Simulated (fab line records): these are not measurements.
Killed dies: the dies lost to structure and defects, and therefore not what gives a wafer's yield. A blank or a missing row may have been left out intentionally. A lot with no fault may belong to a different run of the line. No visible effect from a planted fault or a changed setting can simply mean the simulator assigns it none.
Chamber matching || flow n5Finfet || N5_BEOL_M6_CURE_74 on uvCure-01 has 3 sister chambers
The step cures SiCOH lowk, time 240 s. 6 wafers are shown with their chamber, then 10 later ones without.

## WAFERS, EACH WITH ITS CHAMBER
{"wafer": "L082.5", "chamber": 1, "wafer_temp_C_max": 386.6, "lampPowerPct (%)": 52.28}
{"wafer": "L082.6", "chamber": 1, "wafer_temp_C_max": 386.9, "lampPowerPct (%)": 52.34}
{"wafer": "L084.4", "chamber": 0, "wafer_temp_C_max": 387.4, "lampPowerPct (%)": 52.28}
{"wafer": "L084.6", "chamber": 0, "wafer_temp_C_max": 387.2, "lampPowerPct (%)": 52.29}
{"wafer": "L087.3", "chamber": 2, "wafer_temp_C_max": 387.0, "lampPowerPct (%)": 52.24}
{"wafer": "L087.4", "chamber": 2, "wafer_temp_C_max": 387.4, "lampPowerPct (%)": 52.33}

## WAFERS WITH NO CHAMBER GIVEN
{"wafer": "L087.5", "wafer_temp_C_max": 387.5, "lampPowerPct (%)": 52.30}
{"wafer": "L094.1", "wafer_temp_C_max": 387.2, "lampPowerPct (%)": 52.22}
{"wafer": "L094.2", "wafer_temp_C_max": 387.1, "lampPowerPct (%)": 52.39}
{"wafer": "L094.3", "wafer_temp_C_max": 387.9, "lampPowerPct (%)": 52.34}
{"wafer": "L094.4", "wafer_temp_C_max": 387.1, "lampPowerPct (%)": 52.29}
{"wafer": "L094.5", "wafer_temp_C_max": 386.8, "lampPowerPct (%)": 52.27}
{"wafer": "L094.6", "wafer_temp_C_max": 387.3, "lampPowerPct (%)": 52.35}
{"wafer": "L096.3", "wafer_temp_C_max": 387.8, "lampPowerPct (%)": 52.27}
{"wafer": "L096.5", "wafer_temp_C_max": 387.1, "lampPowerPct (%)": 52.36}
{"wafer": "L096.6", "wafer_temp_C_max": 388.0, "lampPowerPct (%)": 52.27}

## THE CHAMBER EACH PASSED THROUGH
{"wafer": "L087.5", "from the rows above": "can't be placed: 0 or 2", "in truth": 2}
{"wafer": "L094.1", "from the rows above": "can't be placed: 2 or 0 or 1", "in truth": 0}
{"wafer": "L094.2", "from the rows above": "can't be placed: 1 or 2 or 0", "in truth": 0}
{"wafer": "L094.3", "from the rows above": "can't be placed: 0 or 2", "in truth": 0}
{"wafer": "L094.4", "from the rows above": "can't be placed: 2 or 0 or 1", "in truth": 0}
{"wafer": "L094.5", "from the rows above": "can't be placed: 1 or 2 or 0", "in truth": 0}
{"wafer": "L094.6", "from the rows above": "can't be placed: 0 or 2 or 1", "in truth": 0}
{"wafer": "L096.3", "from the rows above": "can't be placed: 0 or 2", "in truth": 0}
{"wafer": "L096.5", "from the rows above": "can't be placed: 2 or 0 or 1", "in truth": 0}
{"wafer": "L096.6", "from the rows above": "can't be placed: 0 or 2", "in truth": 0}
Correctly placed: 0 of 10. Can't be placed from these rows: 10 (the true chamber is among the candidates in 10). Number placed wrongly: 0.
How it was worked out, from the rows above alone: a wafer's distance from a chamber is the root of the sum, over the readings, of the square of ((its reading less the chamber's mean) divided by the reading's scatter). The wafer belongs to the nearest chamber; if the next one is less than 2 further off, it can't be placed. The mean given for a chamber averages the wafers shown for that chamber. How the scatter is found: for the shown wafers, subtract from each reading the mean of its chamber, square and add these, divide the total by (wafers less chambers), then take the root.
